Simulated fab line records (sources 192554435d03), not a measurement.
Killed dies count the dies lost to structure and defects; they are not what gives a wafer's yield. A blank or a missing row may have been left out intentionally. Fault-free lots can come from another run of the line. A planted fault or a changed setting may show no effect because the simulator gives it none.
Chamber matching -- flow n5 finfet -- 3 sister chambers for N5_BEOL_M13_ILD_DEP_00 on pecvd-03
The step deposits SiOC from DEMS/O2, target thk 837.92 nm, time 166.4 s. 6 wafers are shown with their chamber, then 10 later ones without.

WAFERS WITH THEIR CHAMBER
wafer,chamber,showerhead vpp V (V),throttle valve pct (%)
L077.2,2,1504,11.5
L081.1,2,1515,11.4
L084.3,1,1406,12.8
L084.5,0,1386,13.0
L085.2,0,1419,12.6
L085.3,1,1388,12.5

WAFERS WHOSE CHAMBER IS MISSING
wafer,showerhead vpp V (V),throttle valve pct (%)
L085.4,1394,12.8
L092.1,1362,13.0
L092.4,1432,12.6
L092.6,1510,11.6
L090.1,1527,11.6
L090.3,1404,12.6
L090.4,1384,12.5
L096.1,1398,12.7
L096.2,1401,12.7
L096.4,1524,11.9

WHICH CHAMBER EACH ONE RAN IN
wafer,from the rows above,in truth
L085.4,can't be placed: 0 or 1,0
L092.1,can't be placed: 0 or 1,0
L092.4,can't be placed: 0 or 1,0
L092.6,2,2
L090.1,2,2
L090.3,can't be placed: 1 or 0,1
L090.4,can't be placed: 1 or 0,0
L096.1,can't be placed: 1 or 0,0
L096.2,can't be placed: 1 or 0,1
L096.4,2,2
3 of 10 placed correctly. Not placeable from these rows: 7 (in 7, the candidates include the true chamber). Wrongly placed: 0.
How it was worked out, from the rows above alone: a wafer's distance from a chamber is the root of the sum, over the readings, of the square of ((its reading less the chamber's mean) divided by the reading's scatter). The wafer belongs to the nearest chamber; if the next one is less than 2 further off, it can't be placed. A chamber's mean is the mean of its shown wafers. The scatter: the root of (the sum of the squares of (reading less its chamber's mean) over the shown wafers, divided by (wafers less chambers)).
